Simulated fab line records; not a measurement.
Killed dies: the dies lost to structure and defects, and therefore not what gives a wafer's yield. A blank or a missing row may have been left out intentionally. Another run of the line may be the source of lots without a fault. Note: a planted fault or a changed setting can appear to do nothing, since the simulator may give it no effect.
8D (eight disciplines) problem report, filled in by code / flow n5-finfet / the parts of the form that need people (team, actions taken, sign-off) are left out

## 1. THE PROBLEM
At N5_BEOL_M4_CVD_47, run-length-s averages 136.9 s over 9 wafers from 3 lots, while fault-free wafers read 246.5 s, standard deviation 0.42. That is -99 or more standard deviations from the usual mean.
The step: deposits Co from CCTBA/H2, target thk 3 nm, time 223.8 s.
Earliest sighting: wafer L491.3 on cvd-co-02 at day 10 17:35. Wafers with a number at this step in the record: 30, from 10 lots. Rule for "out" (also "out of limits"): further than 4 standard deviations from the usual mean. The other wafers with a number count as sound.

## 2. WHAT IT IS, WHAT IT ISN'T
question=which readings at this step | is=run-length-s | is not=-
question=which lots | is=L491, L492, L493 | is not=L484, L485, L486, L497, L501, L506, L507
question=which wafers of those lots | is=all that have a number | is not=-
question=read on which tools | is=cvd-co-02 | is not=cvd-co-01
question=when | is=from day 10 17:35 | is not=up to then (9 sound wafers); but 12 sound wafers of L497, L501, L506, L507 came after

## 3. SUSPECTS, AND WHAT RULES EACH OUT
Counting: a tool at a process step up to the reading stays a suspect if it ran every lot that is out and no sound lot after the first of them.
- cvd-co-02 at N5_BEOL_M4_CVD_47 (deposits Co from CCTBA/H2, target thk 3 nm, time 223.8 s): kept. All lots that are out passed through it, beginning with L491 at day 10 17:35, and no sound lot followed; its final sound lot before that point was L486 at day 9 23:04. Out on those wafers are its own readings of run-length-s.
Remaining after the count: cvd-co-02 at N5_BEOL_M4_CVD_47.

## 4. THE CAUSE (what the simulator had put in)
Process parameters drifting: cvd-co-02 at N5_BEOL_M4_CVD_47, beginning at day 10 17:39. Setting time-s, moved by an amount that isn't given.
After counting, this tool was the only one left.

## 5. SEQUENCE OF EFFECTS, ordered by route
Each row: a reading where the mean over the struck wafers with a number is more than 3 standard deviations away from the usual. Scope: only readings with a usual standard deviation given in the record; hours: median across lots of the time from each lot's start at the first step in this table that gives one to its start at this step; sigmas: change in usual standard deviations.
hours=0; step=N5_BEOL_M4_CVD_47; reading=run-length-s; usual=246.5 s; on struck wafers=136.9; change=-109.6; sigmas=-99 or more
The process steps in it:
- N5_BEOL_M4_CVD_47: deposits Co from CCTBA/H2, target thk 3 nm, time 223.8 s.
Later measuring or inspecting steps at which every struck wafer that the step has a row for has a number for every such reading, and none has moved that far: N5_BEOL_M4_RC_MEAS_101.

## 6. WHAT WOULD HAVE CAUGHT IT SOONER
In this record the first reading out of limits was taken at day 10 17:35.
